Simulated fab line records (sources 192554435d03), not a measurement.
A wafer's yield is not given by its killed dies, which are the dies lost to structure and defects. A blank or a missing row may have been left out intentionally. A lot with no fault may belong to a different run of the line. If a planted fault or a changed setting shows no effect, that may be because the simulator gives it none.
A single fault, viewed from 3 desks	flow n5Finfet	each desk has only its own numbers; what lay behind them comes last

== THE METROLOGY DESK ==
What the gauges read, lot by lot, whatever tool the lot ran on: means of the sampled wafers that have a number. The brackets show how far a lot's mean lies from the usual mean; more than 4 standard deviations puts the lot out of limits, marked OUT. Only the readings that lie furthest out on some lot appear, 7 of the 11 it has.
Columns: A = V0_OVL at N5_BEOL_M1_OVL_MEAS_29, usual -0.3 nm; B = ION_N at N5_BEOL_M4_RC_MEAS_101, usual 673 uA/um; C = ION_P at N5_BEOL_M4_RC_MEAS_101, usual 461 uA/um; D = SS_N at N5_BEOL_M4_RC_MEAS_101, usual 71.4 mV/dec; E = SS_P at N5_BEOL_M4_RC_MEAS_101, usual 73.2 mV/dec; F = VT_N at N5_BEOL_M4_RC_MEAS_101, usual 250 mV; G = VT_P at N5_BEOL_M4_RC_MEAS_101, usual -250.9 mV
lot	first seen here	A	B	C	D	E	F	G
L135	day 6 18:02	0.6	686	468	71.3	73.5	248	-247.7
L140	day 7 21:53	-0.8	673	464	72.0	74.1	251	-247.2
L142	day 8 18:16	-0.4	687	462	71.9	73.8	247	-251.5
L144	day 8 18:18	-0.7	666	465	70.5	72.7	256	-252.0
L147	day 9 14:01	0.6	674	464	71.4	73.0	249	-248.1
L148	day 9 20:14	0.3	656	450	71.1	72.7	256	-256.5
L150	day 10 08:36	0.8	682	462	71.2	73.8	247	-248.4
L151	day 10 13:57	0.4	674	466	71.6	72.9	253	-249.8
L153	day 11 08:05	-0.8	670	459	71.1	73.6	253	-251.4
L156	day 12 02:00	0.1	680	461	71.9	73.7	249	-250.7
This desk's finding: nothing out of limits on any of the 10 lots.

== THE DEFECT DESK ==
Lot by lot, what the route's inspections counted, given as the mean of those sampled wafers with a number. The brackets show how far a lot's mean lies from the usual mean; more than 4 standard deviations puts the lot out of limits, marked OUT.
Columns: A = rawDefectCount at N5_BEOL_M1_INSPECT_30, usual 390
lot	first seen here	A
L135	day 6 18:05	456
L140	day 7 21:56	403
L142	day 8 18:18	469
L144	day 8 18:21	385
L147	day 9 14:04	382
L148	day 9 20:16	473
L150	day 10 08:39	354
L151	day 10 14:00	394
L153	day 11 08:08	489
L156	day 12 02:04	381
This desk's finding: nothing out of limits on any of the 10 lots.

== FOR THE TOOL OWNER'S DESK: rieDiel-02 ==
The tool's own readings at N5_BEOL_M1_VIA_ETCH_34 (etches the open film in C4F6/O2, target depth 67.8 nm, time 64.4 s): means of the sampled wafers that have a number, for each lot that ran on this tool. The brackets show how far a lot's mean lies from the usual mean; more than 4 standard deviations puts the lot out of limits, marked OUT.
Columns: A = drypumpMotorCurrentA at N5_BEOL_M1_VIA_ETCH_34, usual 5.7 A; B = oes_o_777_au at N5_BEOL_M1_VIA_ETCH_34, usual 0.77 a.u.; C = oesProductAu at N5_BEOL_M1_VIA_ETCH_34, usual 0.77 a.u.; D = rfVppV at N5_BEOL_M1_VIA_ETCH_34, usual 667 V; E = runLengthS at N5_BEOL_M1_VIA_ETCH_34, usual 87.8 s; F = showerheadPlenumPTorr at N5_BEOL_M1_VIA_ETCH_34, usual 2.83 Torr; G = throttleValvePct at N5_BEOL_M1_VIA_ETCH_34, usual 30.87 %
lot	first seen here	A	B	C	D	E	F	G
L140	day 8 10:13	5.7	0.74	0.73	665	87.8	2.80	31.03
L144	day 8 22:25	5.7	0.73	0.72	664	87.6	2.79	31.04
L147	day 9 15:27	5.8	0.86	0.87	668	90.4 (+6.8) OUT	2.88	30.86
L148	day 9 22:45	5.3	0.86	0.84	667	93.0 (+13) OUT	2.79	30.79
L150	day 10 17:17	6.0	0.84	0.85	664	90.2 (+6.2) OUT	2.84	30.98
This desk's finding: out of limits on L147, L148, L150; first on L147, day 9 15:27 (runLengthS at N5_BEOL_M1_VIA_ETCH_34). L140, L144: within limits.

== PUT TOGETHER ==
An alarm could have come from the tool owner's desk at day 9 15:27, on L147, L148, L150.
Metrology desk: nothing out of limits seen.
The defect desk saw nothing out of limits.
The metrology desk holds a record of L147, L148, L150, inside its limits.
The defect desk has L147, L148, L150 on record, within its limits.
All the named lots went through N5_BEOL_M1_VIA_ETCH_34 on rieDiel-02.

== WHAT HAD BEEN PUT IN BY THE SIMULATOR ==
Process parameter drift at N5_BEOL_M1_VIA_ETCH_34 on rieDiel-02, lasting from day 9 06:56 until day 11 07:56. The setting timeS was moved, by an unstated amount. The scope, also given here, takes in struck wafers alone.
Lots struck among those shown: L147, L148, L150.
Time in hours from fault onset to the first out-of-limits reading at each desk: the tool owner's desk, 9.
